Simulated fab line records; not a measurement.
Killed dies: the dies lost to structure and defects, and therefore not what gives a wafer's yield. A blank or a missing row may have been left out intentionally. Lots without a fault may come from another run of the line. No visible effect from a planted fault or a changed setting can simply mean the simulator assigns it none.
One fault through the eyes of 2 desks :: flow n5Finfet :: what lay behind the numbers comes last; until then each desk has only its own

## AT THE METROLOGY DESK
Lot by lot, what the gauges showed, no matter which tool ran the lot: averages of those sampled wafers that carry a number. Marked OUT: a lot whose mean sits more than 4 standard deviations from the usual mean, which makes it out of limits; the brackets give that distance.
Columns: A = M12_OVL at N5_BEOL_M12_OVL_MEAS_29, usual -1 nm
lot: L982
first seen here: day 10 20:08
A: 3

lot: L984
first seen here: day 12 00:55
A: -9

lot: L986
first seen here: day 12 08:01
A: 0

lot: L987
first seen here: day 12 13:01
A: -5

lot: L990
first seen here: day 13 04:20
A: 5

lot: L991
first seen here: day 13 12:40
A: -6

lot: L996
first seen here: day 14 10:11
A: 3

lot: L997
first seen here: day 15 05:44
A: 5

lot: L998
first seen here: day 15 15:19
A: 3

lot: L102
first seen here: day 16 06:17
A: -8
This desk found nothing out of limits on any of the 10 lots.

## THE TOOL OWNER'S DESK: rieDiel-06
The tool's own readings at N5_BEOL_M12_ETCH_68 (etches SOC in N2/H2, time 285 s): means of the sampled wafers that have a number, for each lot that ran on this tool. Marked OUT: a lot whose mean sits more than 4 standard deviations from the usual mean, which makes it out of limits; the brackets give that distance.
Columns: A = biasW at N5_BEOL_M12_ETCH_68, usual 350.0 W; B = drypumpMotorCurrentA at N5_BEOL_M12_ETCH_68, usual 5.8 A; C = oesProductAu at N5_BEOL_M12_ETCH_68, usual 0.78 a.u.; D = rfVppV at N5_BEOL_M12_ETCH_68, usual 523.3 V; E = runLengthS at N5_BEOL_M12_ETCH_68, usual 308.4 s; F = showerheadPlenumPTorr at N5_BEOL_M12_ETCH_68, usual 2.52 Torr; G = throttleValvePct at N5_BEOL_M12_ETCH_68, usual 17.85 %
lot: L982
first seen here: day 10 20:32
A: 349.4
B: 5.9
C: 0.75
D: 522.3
E: 308.2
F: 2.48
G: 17.72

lot: L986
first seen here: day 12 08:30
A: 349.8
B: 5.2
C: 0.75
D: 523.3
E: 307.9
F: 2.51
G: 17.90

lot: L987
first seen here: day 12 13:16
A: 349.2
B: 5.2
C: 0.75
D: 525.1
E: 308.0
F: 2.59
G: 18.09

lot: L990
first seen here: day 13 04:35
A: 348.9
B: 5.9
C: 0.75
D: 522.1
E: 303.1 (-13) OUT
F: 2.50
G: 17.79

lot: L991
first seen here: day 13 13:10
A: 349.6
B: 5.8
C: 0.69
D: 523.8
E: 303.5 (-12) OUT
F: 2.53
G: 17.94
This desk finds L990, L991 out of limits, L990 being first, at day 13 04:35 (runLengthS at N5_BEOL_M12_ETCH_68). L982, L986, L987 stayed within limits.

## ALL TOGETHER
An alarm could have come from the tool owner's desk at day 13 04:35, on L990, L991.
Nothing out of limits was seen by the metrology desk.
The metrology desk has L990, L991 on record, within its limits.
N5_BEOL_M12_ETCH_68 was run on rieDiel-06 by each of the lots named.

## WHAT THE SIMULATOR HAD INSERTED
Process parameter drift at N5_BEOL_M12_ETCH_68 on rieDiel-06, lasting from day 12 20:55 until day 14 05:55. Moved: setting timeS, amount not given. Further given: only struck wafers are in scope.
Shown lots that were struck: L990, L991.
Each desk's first reading out of limits, in hours after the fault started: the tool owner's desk, 8.
